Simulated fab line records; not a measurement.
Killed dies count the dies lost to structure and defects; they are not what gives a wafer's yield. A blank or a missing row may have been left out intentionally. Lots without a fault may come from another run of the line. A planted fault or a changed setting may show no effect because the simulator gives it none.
Which tool was responsible? / flow nand_harc / 36 wafers from 12 lots sampled at 6 of the route's 1159 steps

WHAT THE GAUGES READ, wafer by wafer
NHARC_THIN_TSV_INSPECT_40. Usual: 462 for raw_defect_count, sd 62.
lot=L162; measured=day 19 11:35; on=defect_inspect-02; raw_defect_count=374 429 435; flag=
lot=L159; measured=day 19 11:35; on=defect_inspect-01; raw_defect_count=369 376 494; flag=
lot=L160; measured=day 19 17:05; on=defect_inspect-02; raw_defect_count=516 472 442; flag=
lot=L165; measured=day 21 11:21; on=defect_inspect-02; raw_defect_count=940 434 491; flag=
lot=L167; measured=day 21 20:04; on=defect_inspect-02; raw_defect_count=488 502 610; flag=
lot=L171; measured=day 21 20:04; on=defect_inspect-01; raw_defect_count=411 500 958; flag=
lot=L172; measured=day 22 10:20; on=defect_inspect-02; raw_defect_count=407 348 425; flag=
lot=L175; measured=day 23 21:09; on=defect_inspect-02; raw_defect_count=460 459 499; flag=
lot=L177; measured=day 24 09:36; on=defect_inspect-02; raw_defect_count=407 529 549; flag=
lot=L181; measured=day 24 18:49; on=defect_inspect-02; raw_defect_count=447 457 419; flag=
lot=L179; measured=day 25 02:56; on=defect_inspect-02; raw_defect_count=429 508 432; flag=
lot=L180; measured=day 25 09:56; on=defect_inspect-01; raw_defect_count=432 489 491; flag=

NHARC_END_SORT_01. Usual: defect_limited_yield 95.3 %, standard deviation 1.6; killed_at_array 27, standard deviation 11; killed_at_other 0.7, standard deviation 1.1; killed_at_periphery 3.6, standard deviation 2.4; killed_dies 32, standard deviation 11; killed_open 3.3, standard deviation 1.8; killed_short 2.1, standard deviation 1.5; sort_bin_2_pct 1.4 %, standard deviation 0.64; sort_bin_3_pct 0.29 %, standard deviation 0.22; sort_bin_4_pct 3.0 %, standard deviation 1.1; sort_n_pass 645, standard deviation 11; sort_rim_yield_pct 95 %, standard deviation 3.5; sort_yield_pct 95.3 %, standard deviation 1.6.
lot=L162; measured=day 20 00:04; on=prober-01; defect_limited_yield (%)=96.8 96.5 97.0; killed_at_array=15 18 15; killed_at_other=0 0 0; killed_at_periphery=7 6 5; killed_dies=22 24 20; killed_open=1 5 2; killed_short=6 2 6; sort_bin_2_pct (%)=0.6 0.6 0.7; sort_bin_3_pct (%)=0.59 0.44 0; sort_bin_4_pct (%)=2.1 2.5 2.2; sort_n_pass=655 653 657; sort_rim_yield_pct (%)=98 97 97; sort_yield_pct (%)=96.8 96.5 97.0; flag=
lot=L159; measured=day 19 22:42; on=prober-02; defect_limited_yield (%)=97.2 97.2 97.5; killed_at_array=14 14 11; killed_at_other=1 0 0; killed_at_periphery=4 5 6; killed_dies=19 19 17; killed_open=3 6 3; killed_short=6 1 5; sort_bin_2_pct (%)=0.7 1.0 0.4; sort_bin_3_pct (%)=0.44 0 0; sort_bin_4_pct (%)=1.6 1.8 2.1; sort_n_pass=658 658 660; sort_rim_yield_pct (%)=99 94 99; sort_yield_pct (%)=97.2 97.2 97.5; flag=
lot=L160; measured=day 20 04:05; on=prober-02; defect_limited_yield (%)=93.9 95.7 94.7; killed_at_array=29 20 24; killed_at_other=0 2 2; killed_at_periphery=12 7 10; killed_dies=41 29 36; killed_open=3 2 4; killed_short=3 0 1; sort_bin_2_pct (%)=1.3 1.8 1.9; sort_bin_3_pct (%)=0.44 0 0; sort_bin_4_pct (%)=4.3 2.5 3.4; sort_n_pass=636 648 641; sort_rim_yield_pct (%)=96 99 95; sort_yield_pct (%)=93.9 95.7 94.7; flag=
lot=L165; measured=day 21 14:20; on=prober-02; defect_limited_yield (%)=82.4 95.1 94.4; killed_at_array=35 25 32; killed_at_other=80 1 0; killed_at_periphery=4 7 6; killed_dies=119 33 38; killed_open=1 3 3; killed_short=2 2 4; sort_bin_2_pct (%)=8.7 1.9 1.0; sort_bin_3_pct (%)=2.66 0 0.30; sort_bin_4_pct (%)=6.2 3.0 4.3; sort_n_pass=558 644 639; sort_rim_yield_pct (%)=98 88 92; sort_yield_pct (%)=82.4 95.1 94.4; flag=OFF
lot=L167; measured=day 22 14:36; on=prober-02; defect_limited_yield (%)=92.9 93.6 91.1; killed_at_array=45 35 58; killed_at_other=1 2 0; killed_at_periphery=2 6 2; killed_dies=48 43 60; killed_open=5 1 6; killed_short=0 3 5; sort_bin_2_pct (%)=2.1 1.8 3.5; sort_bin_3_pct (%)=0.89 0.15 0.30; sort_bin_4_pct (%)=4.1 4.4 5.0; sort_n_pass=629 634 617; sort_rim_yield_pct (%)=90 96 98; sort_yield_pct (%)=92.9 93.6 91.1; flag=
lot=L171; measured=day 22 13:46; on=prober-01; defect_limited_yield (%)=95.3 95.4 82.4; killed_at_array=29 29 33; killed_at_other=0 0 84; killed_at_periphery=3 2 2; killed_dies=32 31 119; killed_open=2 5 7; killed_short=3 1 3; sort_bin_2_pct (%)=1.9 1.5 7.7; sort_bin_3_pct (%)=0.30 0.44 3.55; sort_bin_4_pct (%)=2.5 2.7 6.4; sort_n_pass=645 646 558; sort_rim_yield_pct (%)=97 99 99; sort_yield_pct (%)=95.3 95.4 82.4; flag=OFF
lot=L172; measured=day 22 21:32; on=prober-01; defect_limited_yield (%)=98.1 98.5 97.9; killed_at_array=11 9 12; killed_at_other=1 0 1; killed_at_periphery=1 1 1; killed_dies=13 10 14; killed_open=0 0 4; killed_short=4 3 3; sort_bin_2_pct (%)=0.6 0.4 0.7; sort_bin_3_pct (%)=0 0.15 0; sort_bin_4_pct (%)=1.3 0.9 1.3; sort_n_pass=664 667 663; sort_rim_yield_pct (%)=96 99 94; sort_yield_pct (%)=98.1 98.5 97.9; flag=
lot=L175; measured=day 24 00:59; on=prober-01; defect_limited_yield (%)=97.0 97.9 97.0; killed_at_array=16 14 10; killed_at_other=0 0 2; killed_at_periphery=4 0 8; killed_dies=20 14 20; killed_open=5 2 4; killed_short=1 2 1; sort_bin_2_pct (%)=0.6 0.3 0.7; sort_bin_3_pct (%)=0.15 0 0.30; sort_bin_4_pct (%)=2.2 1.8 1.9; sort_n_pass=657 663 657; sort_rim_yield_pct (%)=98 95 96; sort_yield_pct (%)=97.0 97.9 97.0; flag=
lot=L177; measured=day 24 13:27; on=prober-02; defect_limited_yield (%)=95.0 94.1 91.9; killed_at_array=29 34 46; killed_at_other=1 4 6; killed_at_periphery=4 2 3; killed_dies=34 40 55; killed_open=3 6 3; killed_short=2 2 1; sort_bin_2_pct (%)=1.3 2.4 1.8; sort_bin_3_pct (%)=0.74 0.15 0.44; sort_bin_4_pct (%)=3.0 3.4 5.9; sort_n_pass=643 637 622; sort_rim_yield_pct (%)=91 89 100; sort_yield_pct (%)=95.0 94.1 91.9; flag=
lot=L181; measured=day 24 21:50; on=prober-01; defect_limited_yield (%)=96.5 95.9 93.8; killed_at_array=18 21 37; killed_at_other=3 1 1; killed_at_periphery=3 6 4; killed_dies=24 28 42; killed_open=3 4 6; killed_short=2 1 3; sort_bin_2_pct (%)=1.3 1.2 2.4; sort_bin_3_pct (%)=0.15 0.15 0; sort_bin_4_pct (%)=2.1 2.8 3.8; sort_n_pass=653 649 635; sort_rim_yield_pct (%)=95 93 97; sort_yield_pct (%)=96.5 95.9 93.8; flag=
lot=L179; measured=day 25 06:00; on=prober-02; defect_limited_yield (%)=93.5 96.0 93.9; killed_at_array=38 26 40; killed_at_other=1 0 0; killed_at_periphery=5 1 1; killed_dies=44 27 41; killed_open=2 5 3; killed_short=3 1 1; sort_bin_2_pct (%)=2.4 1.0 1.2; sort_bin_3_pct (%)=0.44 0.74 0.59; sort_bin_4_pct (%)=3.7 2.2 4.3; sort_n_pass=633 650 636; sort_rim_yield_pct (%)=96 93 99; sort_yield_pct (%)=93.5 96.0 93.9; flag=
lot=L180; measured=day 25 14:41; on=prober-01; defect_limited_yield (%)=95.1 95.9 97.3; killed_at_array=29 23 15; killed_at_other=2 2 2; killed_at_periphery=2 3 1; killed_dies=33 28 18; killed_open=4 3 5; killed_short=4 1 2; sort_bin_2_pct (%)=1.8 1.5 0.4; sort_bin_3_pct (%)=0.44 0.30 0.15; sort_bin_4_pct (%)=2.7 2.4 2.1; sort_n_pass=644 649 659; sort_rim_yield_pct (%)=98 99 96; sort_yield_pct (%)=95.1 95.9 97.3; flag=

TOOL THAT RAN EACH LOT (tool first, then ch and the chambers of the sampled wafers, then the start)
lot=L162; NHARC_THIN_TSV_ETCH_15=rie_si-04 ch 1,2, day 19 01:50; NHARC_THIN_TSV_STRIP_62=plasma_asher-01 ch 0,1, day 19 03:43; NHARC_THIN_TSV_PRE_CLEAN_54=pvd_sputter-01, day 19 06:02; NHARC_THIN_TSV_STRIP_57=wet_bench-10 ch 2,4,7, day 19 08:20
lot=L159; NHARC_THIN_TSV_ETCH_15=rie_si-06 ch 0,2,3, day 19 03:12; NHARC_THIN_TSV_STRIP_62=plasma_asher-01 ch 0,1, day 19 05:08; NHARC_THIN_TSV_PRE_CLEAN_54=pvd_sputter-03, day 19 07:20; NHARC_THIN_TSV_STRIP_57=wet_bench-10 ch 2,5,6, day 19 09:23
lot=L160; NHARC_THIN_TSV_ETCH_15=rie_si-02 ch 0,3, day 19 04:09; NHARC_THIN_TSV_STRIP_62=plasma_asher-02 ch 0,1, day 19 05:56; NHARC_THIN_TSV_PRE_CLEAN_54=pvd_sputter-01, day 19 08:24; NHARC_THIN_TSV_STRIP_57=wet_bench-08 ch 3,6,7, day 19 10:43
lot=L165; NHARC_THIN_TSV_ETCH_15=rie_si-02 ch 0,2,3, day 21 01:36; NHARC_THIN_TSV_STRIP_62=plasma_asher-01 ch 0,1, day 21 03:22; NHARC_THIN_TSV_PRE_CLEAN_54=pvd_sputter-01, day 21 05:38; NHARC_THIN_TSV_STRIP_57=wet_bench-10 ch 5,6,7, day 21 07:36
lot=L167; NHARC_THIN_TSV_ETCH_15=rie_si-04 ch 0,3, day 21 09:40; NHARC_THIN_TSV_STRIP_62=plasma_asher-02 ch 0,1, day 21 12:06; NHARC_THIN_TSV_PRE_CLEAN_54=pvd_sputter-03, day 21 14:34; NHARC_THIN_TSV_STRIP_57=wet_bench-08 ch 1,2,6, day 21 16:38
lot=L171; NHARC_THIN_TSV_ETCH_15=rie_si-02 ch 1,3, day 21 10:53; NHARC_THIN_TSV_STRIP_62=plasma_asher-01 ch 0, day 21 13:03; NHARC_THIN_TSV_PRE_CLEAN_54=pvd_sputter-01, day 21 15:17; NHARC_THIN_TSV_STRIP_57=wet_bench-10 ch 1,6,7, day 21 17:13
lot=L172; NHARC_THIN_TSV_ETCH_15=rie_si-02 ch 2,3, day 21 23:08; NHARC_THIN_TSV_STRIP_62=plasma_asher-01 ch 0,1, day 22 01:17; NHARC_THIN_TSV_PRE_CLEAN_54=pvd_sputter-01, day 22 03:38; NHARC_THIN_TSV_STRIP_57=wet_bench-10 ch 0,3,5, day 22 05:41
lot=L175; NHARC_THIN_TSV_ETCH_15=rie_si-02 ch 0,1,2, day 23 09:17; NHARC_THIN_TSV_STRIP_62=plasma_asher-01 ch 0,1, day 23 11:18; NHARC_THIN_TSV_PRE_CLEAN_54=pvd_sputter-02, day 23 13:41; NHARC_THIN_TSV_STRIP_57=wet_bench-08 ch 2,3,7, day 23 16:15
lot=L177; NHARC_THIN_TSV_ETCH_15=rie_si-06 ch 1,3, day 23 21:58; NHARC_THIN_TSV_STRIP_62=plasma_asher-01 ch 0,1, day 23 23:45; NHARC_THIN_TSV_PRE_CLEAN_54=pvd_sputter-02, day 24 01:58; NHARC_THIN_TSV_STRIP_57=wet_bench-08 ch 0,1,6, day 24 04:02
lot=L181; NHARC_THIN_TSV_ETCH_15=rie_si-04 ch 1,2,3, day 24 07:44; NHARC_THIN_TSV_STRIP_62=plasma_asher-01 ch 0,1, day 24 09:31; NHARC_THIN_TSV_PRE_CLEAN_54=pvd_sputter-03, day 24 11:53; NHARC_THIN_TSV_STRIP_57=wet_bench-08 ch 1,2,7, day 24 13:56
lot=L179; NHARC_THIN_TSV_ETCH_15=rie_si-04 ch 0,1,2, day 24 16:13; NHARC_THIN_TSV_STRIP_62=plasma_asher-01 ch 0,1, day 24 18:01; NHARC_THIN_TSV_PRE_CLEAN_54=pvd_sputter-01, day 24 20:14; NHARC_THIN_TSV_STRIP_57=wet_bench-10 ch 4,5,6, day 24 22:19
lot=L180; NHARC_THIN_TSV_ETCH_15=rie_si-02 ch 0,1,2, day 24 22:22; NHARC_THIN_TSV_STRIP_62=plasma_asher-02 ch 0,1, day 25 00:21; NHARC_THIN_TSV_PRE_CLEAN_54=pvd_sputter-01, day 25 02:59; NHARC_THIN_TSV_STRIP_57=wet_bench-10 ch 1,4,5, day 25 05:04
- NHARC_THIN_TSV_ETCH_15: target depth 3000 nm, bosch target overetch cycles 2, bosch etch step 2.8 s.
- NHARC_THIN_TSV_STRIP_62: strips in N2/H2, time 20 s.
- NHARC_THIN_TSV_PRE_CLEAN_54: time 30 s.
- NHARC_THIN_TSV_STRIP_57: strips in post etch residue remover, time 1200 s.

WHAT THE TOOLS THEMSELVES READ (means of the sampled wafers that have a number; where no wafer has one, the mark that the record gives instead)
NHARC_THIN_TSV_ETCH_15. Usual: 5.9 A for drypump_motor_current_A, sd 0.49.
lot=L162; tool=rie_si-04; drypump_motor_current_A (A)=6.2; flag=
lot=L159; tool=rie_si-06; drypump_motor_current_A (A)=5.3; flag=
lot=L160; tool=rie_si-02; drypump_motor_current_A (A)=6.2; flag=
lot=L165; tool=rie_si-02; drypump_motor_current_A (A)=6.0; flag=
lot=L167; tool=rie_si-04; drypump_motor_current_A (A)=5.9; flag=
lot=L171; tool=rie_si-02; drypump_motor_current_A (A)=6.1; flag=
lot=L172; tool=rie_si-02; drypump_motor_current_A (A)=6.3; flag=
lot=L175; tool=rie_si-02; drypump_motor_current_A (A)=5.6; flag=
lot=L177; tool=rie_si-06; drypump_motor_current_A (A)=6.0; flag=
lot=L181; tool=rie_si-04; drypump_motor_current_A (A)=6.1; flag=
lot=L179; tool=rie_si-04; drypump_motor_current_A (A)=6.0; flag=
lot=L180; tool=rie_si-02; drypump_motor_current_A (A)=5.6; flag=

NHARC_THIN_TSV_STRIP_62. Usual: drypump_motor_current_A 5.6 A, standard deviation 0.47; heater_power_w 353 W, standard deviation 28; rf_refl_power_W 23 W, standard deviation 6.2.
lot=L162; tool=plasma_asher-01; drypump_motor_current_A (A)=5.2; heater_power_w (W)=365; rf_refl_power_W (W)=20; flag=
lot=L159; tool=plasma_asher-01; drypump_motor_current_A (A)=5.5; heater_power_w (W)=380; rf_refl_power_W (W)=24; flag=
lot=L160; tool=plasma_asher-02; drypump_motor_current_A (A)=5.9; heater_power_w (W)=340; rf_refl_power_W (W)=24; flag=
lot=L165; tool=plasma_asher-01; drypump_motor_current_A (A)=5.5; heater_power_w (W)=369; rf_refl_power_W (W)=24; flag=
lot=L167; tool=plasma_asher-02; drypump_motor_current_A (A)=6.1; heater_power_w (W)=335; rf_refl_power_W (W)=25; flag=
lot=L171; tool=plasma_asher-01; drypump_motor_current_A (A)=5.0; heater_power_w (W)=329; rf_refl_power_W (W)=14; flag=
lot=L172; tool=plasma_asher-01; drypump_motor_current_A (A)=5.5; heater_power_w (W)=371; rf_refl_power_W (W)=24; flag=
lot=L175; tool=plasma_asher-01; drypump_motor_current_A (A)=5.2; heater_power_w (W)=357; rf_refl_power_W (W)=20; flag=
lot=L177; tool=plasma_asher-01; drypump_motor_current_A (A)=5.2; heater_power_w (W)=354; rf_refl_power_W (W)=19; flag=
lot=L181; tool=plasma_asher-01; drypump_motor_current_A (A)=5.5; heater_power_w (W)=368; rf_refl_power_W (W)=24; flag=
lot=L179; tool=plasma_asher-01; drypump_motor_current_A (A)=5.5; heater_power_w (W)=369; rf_refl_power_W (W)=24; flag=
lot=L180; tool=plasma_asher-02; drypump_motor_current_A (A)=6.0; heater_power_w (W)=354; rf_refl_power_W (W)=-; flag=OFF

NHARC_THIN_TSV_PRE_CLEAN_54. Usual: 421 W for heater_power_w, sd 29.
lot=L162; tool=pvd_sputter-01; heater_power_w (W)=424; flag=
lot=L159; tool=pvd_sputter-03; heater_power_w (W)=452; flag=
lot=L160; tool=pvd_sputter-01; heater_power_w (W)=417; flag=
lot=L165; tool=pvd_sputter-01; heater_power_w (W)=419; flag=
lot=L167; tool=pvd_sputter-03; heater_power_w (W)=424; flag=
lot=L171; tool=pvd_sputter-01; heater_power_w (W)=429; flag=
lot=L172; tool=pvd_sputter-01; heater_power_w (W)=416; flag=
lot=L175; tool=pvd_sputter-02; heater_power_w (W)=385; flag=
lot=L177; tool=pvd_sputter-02; heater_power_w (W)=416; flag=
lot=L181; tool=pvd_sputter-03; heater_power_w (W)=434; flag=
lot=L179; tool=pvd_sputter-01; heater_power_w (W)=427; flag=
lot=L180; tool=pvd_sputter-01; heater_power_w (W)=421; flag=

THE ANSWER, worked out from the rows above alone
Rule: lot off if the mean of its wafers having a number is beyond 3 standard deviations from the usual mean. A lot without any number at a reading at which 4 lots or more have one is off too. Any other lot the step has rows for is counted as sound. The gauges are gone through in route order, then the tools' own readings, and for those a lot's mean is taken as printed above. At the first step where some lot is off, the reading lying furthest off is the one used; lots without a number count as furthest.
Off: L165, L171, at NHARC_END_SORT_01 (killed_at_other).
A tool fits if, at a process step before that reading, it ran every lot that is off, and no sound lot after the first of them. The gauges at NHARC_END_SORT_01 are tried like those tools. None of those tried fits.

WHAT WAS PUT IN BY THE SIMULATOR
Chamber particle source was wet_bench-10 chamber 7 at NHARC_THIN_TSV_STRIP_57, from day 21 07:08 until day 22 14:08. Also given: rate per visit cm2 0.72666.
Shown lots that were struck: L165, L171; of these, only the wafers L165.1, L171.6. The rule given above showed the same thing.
